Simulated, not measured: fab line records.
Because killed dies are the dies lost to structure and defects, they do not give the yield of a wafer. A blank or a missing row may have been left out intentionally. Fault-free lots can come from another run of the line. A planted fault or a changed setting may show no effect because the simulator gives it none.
Lot-split experiment	flow n5-finfet	on a route of 1938 steps: 7 lots, 21 wafers read

SPLIT DETAILS
At N5_BEOL_M11_PECVD_70 (deposits SiO2 from TEOS/O2, target thk 20 nm, time 22.7 s), the setting time-s was moved away from the recipe's 22.7 s on 5 of the 21 wafers read, by -5.9% to +14.4%. For the rest of the wafers, this setting stayed at what the recipe calls for.

The split's own step is where the reading is taken.

THE READING
SiO2_of_BEOL_M11_PECVD_70.thk-nm (the simulator's own value, which no gauge read), in nm, at N5_BEOL_M11_PECVD_70 (deposits SiO2 from TEOS/O2, target thk 20 nm, time 22.7 s). No usual value for it is given in the file. Across the 16 wafers here that went through the recipe, the average is 19.9 nm and the standard deviation 0.39 nm.

wafer	tool, chamber at the split	time-s as run, s	against the recipe	SiO2_of_BEOL_M11_PECVD_70.thk-nm, nm	against lot-mates on the recipe
L077.1	pecvd-01, 2	21.83	-3.8%	19.2	-1.2
L077.5	pecvd-01, 2	22.7	recipe	20.4	-
L077.6	pecvd-01, 1	21.83	-3.8%	19.8	-0.6
L080.1	pecvd-03, 1	22.7	recipe	19.4	-
L080.3	pecvd-03, 2	22.7	recipe	19.6	-
L080.6	pecvd-03, 1	22.7	recipe	19.8	-
L081.1	pecvd-03, 2	22.7	recipe	19.4	-
L081.2	pecvd-03, 0	21.37	-5.9%	18.6	-1.0
L081.5	pecvd-03, 2	22.7	recipe	19.8	-
L082.2	pecvd-02, 1	22.7	recipe	19.6	-
L082.3	pecvd-02, 2	25.02	+10.2%	21.6	+1.7
L082.4	pecvd-02, 1	22.7	recipe	20.2	-
L086.2	pecvd-03, 2	22.7	recipe	19.6	-
L086.5	pecvd-03, 0	22.7	recipe	20.2	-
L086.6	pecvd-03, 2	25.98	+14.4%	23	+3.1
L091.3	pecvd-01, 1	22.7	recipe	20	-
L091.4	pecvd-01, 0	22.7	recipe	19.6	-
L091.6	pecvd-01, 2	22.7	recipe	20.6	-
L093.2	pecvd-01, 1	22.7	recipe	20	-
L093.3	pecvd-01, 0	22.7	recipe	19.6	-
L093.5	pecvd-01, 1	22.7	recipe	20.6	-

FIT RESULTS
A straight line over all 21 wafers: SiO2_of_BEOL_M11_PECVD_70.thk-nm changes by +0.192 nm for each +1% of time-s; r = +0.91; the points scatter about the line by 0.4 nm.
The same after taking each lot's own level away (the mean of its wafers on the recipe; 21 wafers): +0.199 nm for each +1%; r = +0.94; scatter 0.32 nm.
According to that fit, moving time-s by its largest amount changes the reading by 2.9 nm.
Across the lots, their own levels run from 19.60 to 20.40 nm, a range of 2.1 times the standard deviation given above.
Hence the lot-to-lot level has little effect on the slope; both slopes agree.
Check: for one of the wafers moved furthest among these (+14.4%), held out of the fit, the line's prediction against its lot-mates is +2.56 nm. Against them it came out at +3.1 nm.

THESE WAFERS: OTHER SPLITS
Before the reading, these wafers also passed through other splits. Each is held against what the fit with the lots' levels taken away leaves over:
other split on the same wafers	wafers away from the commonest value	r with SiO2_of_BEOL_M11_PECVD_70.thk-nm (lot level and that fit taken away)
N5_BEOL_M9_TRENCH_ETCH_37 time-s	7	+0.03

FILE'S OWN FIT
SiO2_of_BEOL_M11_PECVD_70.thk-nm changes by +0.197 nm for each +1% of time-s, r = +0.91.
